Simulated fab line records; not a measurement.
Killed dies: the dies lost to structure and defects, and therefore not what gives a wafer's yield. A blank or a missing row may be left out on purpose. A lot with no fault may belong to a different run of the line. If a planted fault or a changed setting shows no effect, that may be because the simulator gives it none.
Chamber matching | flow n5 finfet | N5_BEOL_M4_ETCH_64 on rie diel-02: 4 sister chambers
The step etches SOC in N2/H2, target depth 75 nm, overetch 22.5 nm, time 121.9 s. 4 wafers are shown with their chamber, then 7 later ones without.

## EACH WAFER AND ITS CHAMBER
wafer  | chamber | drypump motor current A (A)
L385.2 | 0       | 5.2
L385.3 | 2       | 5.7
L387.4 | 1       | 6.2
L387.5 | 3       | 5.9

## WAFERS MISSING THEIR CHAMBER
wafer  | drypump motor current A (A)
L387.6 | 5.2
L399.3 | 6.2
L399.4 | 5.7
L399.5 | 6.1
L400.2 | 6.1
L400.3 | 5.9
L400.5 | 5.3

## CHAMBER TAKEN BY EACH
wafer  | from the rows above     | in truth
L387.6 | 0                       | 0
L399.3 | 1                       | 1
L399.4 | 2                       | 2
L399.5 | can't be placed: 1 or 3 | 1
L400.2 | can't be placed: 1 or 3 | 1
L400.3 | 3                       | 3
L400.5 | 0                       | 0
Placed correctly: 5 of 7. From these rows, 2 cannot be placed; in 2 the true chamber is one of the candidates. Number placed wrongly: 0.
How it was worked out, from the rows above alone: a wafer's distance from a chamber is the root of the sum, over the readings, of the square of ((its reading less the chamber's mean) divided by the reading's scatter). If the next closest chamber is less than 2 further off than the closest, the wafer can't be placed; otherwise it belongs to the closest. For every chamber, the mean is computed from those of its wafers that are shown. The scatter (one wafer shown for each chamber): square how far every hidden wafer sits from the nearest shown wafer, average those squares and take the square root.
